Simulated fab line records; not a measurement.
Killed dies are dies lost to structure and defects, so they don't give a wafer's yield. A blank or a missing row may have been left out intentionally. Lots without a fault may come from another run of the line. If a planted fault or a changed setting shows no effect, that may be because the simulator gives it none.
Problem report, 8D (eight disciplines) form, completed by code ; flow nand_harc ; the parts of the form that need people (team, actions taken, sign-off) are left out

== 1. WHAT WENT WRONG ==
Wafers without a fault read 0.997 a.u., standard deviation 0.011; oes_product_au at NHARC_A_SLIT_ETCH_15 reads a mean of 1.244 a.u. on 6 wafers belonging to 2 lots. That puts it +22 standard deviations away from the usual mean.
The step: etches the open film in O2/COS, target depth 6200 nm, time 1612 s.
Seen first at day 22 12:23 on rie_diel-02, wafer L979.2. Wafers with a number at this step in the record: 36, from 12 lots. By rule, "out" or "out of limits" means more than 4 standard deviations away from the usual mean. Any other wafer with a number is counted as sound.

== 2. WHAT THIS IS AND IS NOT ==
question;is;is not
which readings at this step;oes_product_au;drypump_motor_current_A, rf_vpp_V, showerhead_plenum_p_Torr
which lots;L979, L982;L975, L976, L986, L988, L992, L993, L994, L995, L996, L997
which wafers of those lots;all that have a number;-
read on which tools;rie_diel-02;rie_diel-06, rie_diel-11
when;from day 22 12:23;"up to then (6 sound wafers); but 24 sound wafers of L986, L988, L992, L993, L994, L995, L996, L997 came after"

== 3. WHAT RULES OUT EACH SUSPECT ==
Counting: any tool at a process step up to the reading is kept as a suspect provided that every lot that is out went through it and no sound lot did after the first of them.
- rie_diel-02 at NHARC_A_SLIT_ETCH_15 (etches the open film in O2/COS, target depth 6200 nm, time 1612 s): ruled out as a lasting fault. After its first lot that is out, L979 (day 22 12:23), sound lots L988, L993, L994 ran on it.
Left after counting: nothing in the record.

== 4. THE CAUSE (what the simulator had put in) ==
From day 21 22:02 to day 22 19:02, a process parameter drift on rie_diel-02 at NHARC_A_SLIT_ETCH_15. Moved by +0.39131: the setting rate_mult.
Counting ruled it out, wrongly.

== 5. THE CHAIN OF EFFECTS, in route order ==
One row per reading whose mean, taken over the struck wafers that have a number, lies over 3 standard deviations from the usual. Only readings for which the record gives a usual standard deviation are gone through. hours: the time from each lot's start at the first step in this table that gives one to its start at this step, as a median over the lots. sigmas: the change in usual standard deviations.
hours;step;reading;usual;on struck wafers;change;sigmas
0;NHARC_A_SLIT_ETCH_15;oes_product_au;0.997 a.u.;1.244;+0.247;+22
The process steps in it:
- NHARC_A_SLIT_ETCH_15: etches the open film in O2/COS, target depth 6200 nm, time 1612 s.

== 6. WHAT WOULD HAVE CAUGHT IT SOONER ==
In this record no reading fell out of limits until day 22 12:23, 14 hours after the fault had begun at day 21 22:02.
